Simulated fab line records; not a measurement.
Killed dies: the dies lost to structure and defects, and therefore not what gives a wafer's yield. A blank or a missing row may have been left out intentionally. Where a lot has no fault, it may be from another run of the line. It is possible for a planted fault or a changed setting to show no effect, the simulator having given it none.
Chamber matching + flow nand_harc + pecvd-04 running NHARC_A_M0_PRE_CLEAN_31: 3 sister chambers
The step time 12 s. 3 wafers are shown with their chamber, then 10 later ones without.

== EACH WAFER AND ITS CHAMBER ==
| wafer  | chamber | heater_power_w (W) |
|--------|---------|--------------------|
| L092.5 | 0       | 650                |
| L096.1 | 2       | 620                |
| L096.3 | 1       | 804                |

== WAFERS WITHOUT THEIR CHAMBER ==
| wafer  | heater_power_w (W) |
|--------|--------------------|
| L096.4 | 629                |
| L094.2 | 781                |
| L094.3 | 586                |
| L094.4 | 762                |
| L095.2 | 798                |
| L095.4 | 682                |
| L095.5 | 820                |
| L097.3 | 789                |
| L097.4 | 589                |
| L097.6 | 784                |

== WHICH CHAMBER EACH WENT THROUGH ==
| wafer  | from the rows above     | in truth |
|--------|-------------------------|----------|
| L096.4 | can't be placed: 2 or 0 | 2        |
| L094.2 | 1                       | 1        |
| L094.3 | can't be placed: 2 or 0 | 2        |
| L094.4 | 1                       | 1        |
| L095.2 | 1                       | 1        |
| L095.4 | can't be placed: 0 or 2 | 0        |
| L095.5 | 1                       | 1        |
| L097.3 | 1                       | 1        |
| L097.4 | can't be placed: 2 or 0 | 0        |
| L097.6 | 1                       | 1        |
Placed correctly: 6 of 10. Can't be placed from these rows: 4 (the true chamber is among the candidates in 4). Number placed wrongly: 0.
How it was worked out, from the rows above alone: a wafer's distance from a chamber is the root of the sum, over the readings, of the square of ((its reading less the chamber's mean) divided by the reading's scatter). If the next closest chamber is less than 2 further off than the closest, the wafer can't be placed; otherwise it belongs to the closest. A chamber's mean is the mean of its shown wafers. The scatter: with one shown wafer a chamber, the root of the mean of the squares of how far each hidden wafer lies from its nearest shown one.
